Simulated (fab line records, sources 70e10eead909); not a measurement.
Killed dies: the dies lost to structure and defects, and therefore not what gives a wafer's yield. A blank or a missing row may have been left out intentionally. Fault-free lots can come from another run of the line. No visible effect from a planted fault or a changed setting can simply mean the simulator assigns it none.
Comparing a struck lot with a sound one / flow nand harc / 14 steps out of a route of 1302
Sound: these wafers, L430.1, L430.4, L430.6. Struck: wafers L445.1, L445.2, L445.5. The cause is given at the end.
Order at every step that has rows: each side's tool, ch and its chambers, its first start. Under that, the readings that differ: sound wafers / struck wafers / difference of the means / sigmas: that difference in standard deviations of wafers without a fault.
alike: readings whose means differ by less than 2 such deviations, and words and numbers that are the same on both sides. not compared: withheld readings, readings that some wafer has no value for, bounds like >300 that may hide the same value, and numbers for which the record gives no deviation and whose values overlap.
The two part at a step that has a row with sigmas, a row that says differs or no value, or rows on one side only. Numbers that don't overlap but have no deviation are shown without sigmas and don't part them. Lack of a reading on every wafer of one side parts them only where that side has two or more wafers.

first, 8 steps without rows for these wafers: NHARC_A_STAIRCASE_HMDS_210 (time 30 s); NHARC_A_STAIRCASE_COAT_211; NHARC_A_STAIRCASE_SOFTBAKE_212 (time 170 s); NHARC_A_STAIRCASE_EBR_213; NHARC_A_STAIRCASE_EXPOSE_214 (exposes mask STAIR 3); NHARC_A_STAIRCASE_PEB_215 (peb time 130 s); NHARC_A_STAIRCASE_DEVELOP_216 (time 140 s); NHARC_A_STAIRCASE_HARDBAKE_218 (time 140 s).
NHARC_A_STAIRCASE_DESCUM_219: chemistry O2, time 3 s.
  sound on rie diel-11 ch 0,1,3, day 16 00:18; struck on rie diel-11 ch 0,2,3, day 22 19:58
  alike: drypump motor current A, oes product au, rf vpp V, showerhead plenum p Torr, throttle valve pct
  not compared: rf hours counter h
NHARC_A_STAIRCASE_TRIM_220: chemistry O2, time 211.2 s.
  sound on rie diel-11 ch 0,1, day 16 00:26; struck on rie diel-11 ch 0,2,3, day 22 20:05
  alike: chamber pressure mTorr, drypump motor current A, oes product au, rf vpp V, showerhead plenum p Torr, throttle valve pct
  not compared: rf hours counter h
NHARC_A_STAIRCASE_ETCH_221: etches the open film in C4F8/O2, target depth 100 nm, time 40.5 s.
  sound: rie diel-11 ch 1,3; struck: rie diel-11 ch 0,1,3
  alike: oes product au, rf vpp V
  not compared: rf hours counter h
NHARC_A_STAIRCASE_TRIM_222: chemistry O2, time 211.2 s.
  sound on rie diel-11 ch 0,1,2, day 16 00:42; struck on rie diel-11 ch 0,1, day 22 20:22
  no value came back on the struck wafers for any of 7 readings (bias w (W), chamber pressure mTorr (mTorr) and others); on the sound wafers bias w (W) reads 0 0 0
  not compared: rf hours counter h
NHARC_A_STAIRCASE_ETCH_223: etches the open film in C4F8/O2, target depth 100 nm, time 40.5 s.
  sound: rie diel-11 ch 0,1,3; struck: rie diel-11 ch 0,1
  alike: oes product au, rf vpp V
  not compared: rf hours counter h
-- record jumps: 8 days between struck wafers' starts before vs after; left off in module A_STAIRCASE, resumes in module END, first step shown is number 1302 of the route --
NHARC_END_SORT_01:
  sound on prober-01 ch 0, day 24 06:25; struck on prober-01 ch 0, day 31 04:20
reading=hold; sound=- - -; struck=await dispo/2.3h/scrap await dispo/2.3h/scrap await dispo/2.3h/scrap; difference=no value on the sound wafers; sigmas=
reading=killed at array; sound=80 76 71; struck=672 671 673; difference=+596; sigmas=+37
reading=killed dies; sound=88 82 78; struck=677 677 677; difference=+594; sigmas=+35
  alike: killed at other, killed at periphery, killed open, killed short

WHERE THEY PART
At NHARC_A_STAIRCASE_TRIM_222 first; at NHARC_END_SORT_01 last (within this record only).

WHY: whatever the simulator had introduced
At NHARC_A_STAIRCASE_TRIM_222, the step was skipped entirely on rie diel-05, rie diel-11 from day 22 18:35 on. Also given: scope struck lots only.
